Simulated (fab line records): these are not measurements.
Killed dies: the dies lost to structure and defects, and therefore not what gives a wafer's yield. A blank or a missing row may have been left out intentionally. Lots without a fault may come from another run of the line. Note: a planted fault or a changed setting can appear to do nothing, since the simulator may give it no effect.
The tool behind it: which one? ; flow n5_finfet ; 11 lots with 33 wafers sampled at 4 steps, on a route of 1938 steps

WHAT EACH GAUGE READ, for each wafer
No reading from a measuring or inspecting step in the record can be judged against a usual standard deviation.

EACH LOT AND THE TOOL THAT RAN IT (in order: tool; ch and the chambers of the sampled wafers; start)
lot;N5_SDB_STRIP_22;N5_SDB_ETCH_25;N5_SDB_CUT_ETCH_26;N5_SDB_CMP_30
L611;plasma_asher-01 ch 0, day 3 21:34;rie_diel-06 ch 1,3, day 3 21:47;rie_si-04 ch 0,1,2, day 3 21:52;cmp-04 ch 0,1, day 4 00:47
L614;plasma_asher-01 ch 1, day 4 14:52;rie_diel-06 ch 1,2,3, day 4 15:05;rie_si-03 ch 1,3, day 4 15:10;cmp-02 ch 2,3, day 4 18:09
L619;plasma_asher-02 ch 0,1, day 5 19:57;rie_diel-01 ch 2,3, day 5 20:18;rie_si-03 ch 0,1, day 5 20:23;cmp-02 ch 1,2, day 5 23:19
L621;plasma_asher-01 ch 0,1, day 6 08:57;rie_diel-05 ch 1,2, day 6 09:07;rie_si-03 ch 0,1,2, day 6 09:13;cmp-04 ch 0,2,3, day 6 12:37
L622;plasma_asher-01 ch 0, day 6 11:56;rie_diel-05 ch 0,1,2, day 6 12:09;rie_si-04 ch 2,3, day 6 12:14;cmp-03 ch 0,1, day 6 15:17
L624;plasma_asher-01 ch 0,1, day 7 01:18;rie_diel-05 ch 0,2, day 7 01:34;rie_si-03 ch 0,3, day 7 01:40;cmp-04 ch 0,2,3, day 7 04:35
L627;plasma_asher-01 ch 0,1, day 7 22:28;rie_diel-01 ch 0,2,3, day 7 22:41;rie_si-04 ch 0,1, day 7 22:46;cmp-02 ch 0,1,3, day 8 01:46
L629;plasma_asher-01 ch 0,1, day 8 07:31;rie_diel-06 ch 0,1,2, day 8 07:44;rie_si-04 ch 0,2, day 8 07:49;cmp-03 ch 0,2,3, day 8 10:47
L630;plasma_asher-01 ch 0, day 8 14:19;rie_diel-05 ch 1,2,3, day 8 14:32;rie_si-03 ch 0,1,2, day 8 14:38;cmp-03 ch 0,3, day 8 17:43
L633;plasma_asher-01 ch 0,1, day 9 07:56;rie_diel-01 ch 0,1, day 9 08:11;rie_si-01 ch 0,3, day 9 08:16;cmp-02 ch 0,1,3, day 9 11:14
L634;plasma_asher-01 ch 0, day 9 14:04;rie_diel-05 ch 1,3, day 9 14:17;rie_si-01 ch 0,1,2, day 9 14:22;cmp-03 ch 0,1,2, day 9 17:17
- N5_SDB_STRIP_22: strips in N2/H2.
- N5_SDB_ETCH_25: etches SiO2 in C4F6/O2, target depth 10 nm, time 3.3 s.
- N5_SDB_CUT_ETCH_26: etches Si in HBr/Cl2/O2, target depth 129.6 nm, bt time 20 s, time 51.8 s.
- N5_SDB_CMP_30: polishes, stops on poly-Si, t overpolish 1.54 s, target thk 30 nm.

AS READ BY THE TOOLS THEMSELVES (means over the sampled wafers that have a number; for cases with no such wafer, the mark the record gives instead)
N5_SDB_STRIP_22. Usual: drypump_motor_current_A 5.61 A, standard deviation 0.26; h2_flow_sccm 3248 sccm, standard deviation 10; heater_power_w 332 W, standard deviation 20; n2_flow_sccm 1749 sccm, standard deviation 5.5; oes_product_au 0.715 a.u., standard deviation 0.0047; strip_time_to_endpoint_s 96.3 s, standard deviation 0.37.
lot;tool;drypump_motor_current_A (A);h2_flow_sccm (sccm);heater_power_w (W);n2_flow_sccm (sccm);oes_product_au (a.u.);strip_time_to_endpoint_s (s);flag
L611;plasma_asher-01;5.36;3253;351;1740;0.714;95.8;
L614;plasma_asher-01;5.87;3239;308;1753;0.713;96.6;
L619;plasma_asher-02;5.63;3241;328;1749;0.720;96.7;
L621;plasma_asher-01;5.52;3256;339;1755;0.716;96.4;
L622;plasma_asher-01;5.35;3252;353;1748;0.715;96.5;
L624;plasma_asher-01;5.70;3247;328;1751;0.716;96.1;
L627;plasma_asher-01;5.71;3238;326;1746;0.721;96.2;
L629;plasma_asher-01;-;-;-;-;-;-;OFF
L630;plasma_asher-01;-;-;-;-;-;-;OFF
L633;plasma_asher-01;5.53;3255;341;1751;0.718;96.7;
L634;plasma_asher-01;5.37;3248;350;1749;0.720;96.2;

N5_SDB_ETCH_25. Usual: drypump_motor_current_A 5.6 A, standard deviation 0.55; oes_product_au 0.75 a.u., standard deviation 0.071; rf_vpp_V 668 V, standard deviation 8.9; showerhead_plenum_p_Torr 2.82 Torr, standard deviation 0.076; throttle_valve_pct 21.22 %, standard deviation 0.24.
lot;tool;drypump_motor_current_A (A);oes_product_au (a.u.);rf_vpp_V (V);showerhead_plenum_p_Torr (Torr);throttle_valve_pct (%);flag
L611;rie_diel-06;5.1;0.77;662;2.77;21.51;
L614;rie_diel-06;5.6;0.73;663;2.74;21.37;
L619;rie_diel-01;5.6;0.75;672;2.84;21.04;
L621;rie_diel-05;5.7;0.70;673;2.86;21.26;
L622;rie_diel-05;5.8;0.76;670;2.85;21.06;
L624;rie_diel-05;5.7;0.74;675;2.88;20.96;
L627;rie_diel-01;5.5;0.77;671;2.82;21.08;
L629;rie_diel-06;5.7;0.73;660;2.78;21.37;
L630;rie_diel-05;5.8;0.69;674;2.89;21.33;
L633;rie_diel-01;5.0;0.76;670;2.79;21.12;
L634;rie_diel-05;6.0;0.71;671;2.89;21.51;

N5_SDB_CUT_ETCH_26. Usual: drypump_motor_current_A 5.7 A, standard deviation 0.46; oes_product_au 1.004 a.u., standard deviation 0.017; throttle_valve_pct 37.1 %, standard deviation 0.36.
lot;tool;drypump_motor_current_A (A);oes_product_au (a.u.);throttle_valve_pct (%);flag
L611;rie_si-04;5.5;0.999;37.0;
L614;rie_si-03;6.3;1.002;37.6;
L619;rie_si-03;6.0;0.983;37.5;
L621;rie_si-03;5.9;0.996;37.3;
L622;rie_si-04;5.3;1.000;36.6;
L624;rie_si-03;5.9;1.000;37.0;
L627;rie_si-04;5.7;1.013;37.2;
L629;rie_si-04;5.4;1.001;37.0;
L630;rie_si-03;5.9;0.988;37.3;
L633;rie_si-01;5.3;0.987;37.2;
L634;rie_si-01;5.8;1.016;37.3;

N5_SDB_CMP_30. Usual: motor_current_A 12.1 A, standard deviation 1.5; overpolish_run_s 1.539 s, standard deviation 0.0091; slurry_flow_ml_min 150.0, standard deviation 0.5; time_to_endpoint_s 16.9 s, standard deviation 2.2.
lot;tool;motor_current_A (A);overpolish_run_s (s);slurry_flow_ml_min;time_to_endpoint_s (s);flag
L611;cmp-04;14.2;1.532;149.8;16.6;
L614;cmp-02;10.7;1.537;150.1;14.8;
L619;cmp-02;10.7;1.538;150.0;17.4;
L621;cmp-04;13.6;1.536;150.2;17.3;
L622;cmp-03;11.8;1.544;149.3;15.5;
L624;cmp-04;13.8;1.543;149.9;16.9;
L627;cmp-02;11.3;1.540;150.4;17.4;
L629;cmp-03;12.3;1.541;150.1;17.4;
L630;cmp-03;13.2;1.543;150.3;20.5;
L633;cmp-02;10.7;1.540;150.4;17.2;
L634;cmp-03;11.9;1.536;149.7;20.6;

THE ANSWER, worked out from the rows above alone
Rule: a lot is off if the mean of its wafers that have a number lies more than 3 standard deviations from the usual mean. Also off: a lot with no number at a reading for which 4 or more lots have one. Any other lot the step has rows for is counted as sound. The gauges are gone through in route order, then the tools' own readings, and for those a lot's mean is taken as printed above. The first step at which some lot is off is used, and at that step the reading that is off furthest; a lot without a number counts as furthest.
Off: L629, L630 (N5_SDB_STRIP_22, drypump_motor_current_A). Without a number there: L629, L630.
If a tool, at that step or one of the process steps before it, ran each lot that is off and ran no sound lot following the first of them, it fits. No candidate that was tried fits.

WHAT HAD BEEN PUT IN BY THE SIMULATOR
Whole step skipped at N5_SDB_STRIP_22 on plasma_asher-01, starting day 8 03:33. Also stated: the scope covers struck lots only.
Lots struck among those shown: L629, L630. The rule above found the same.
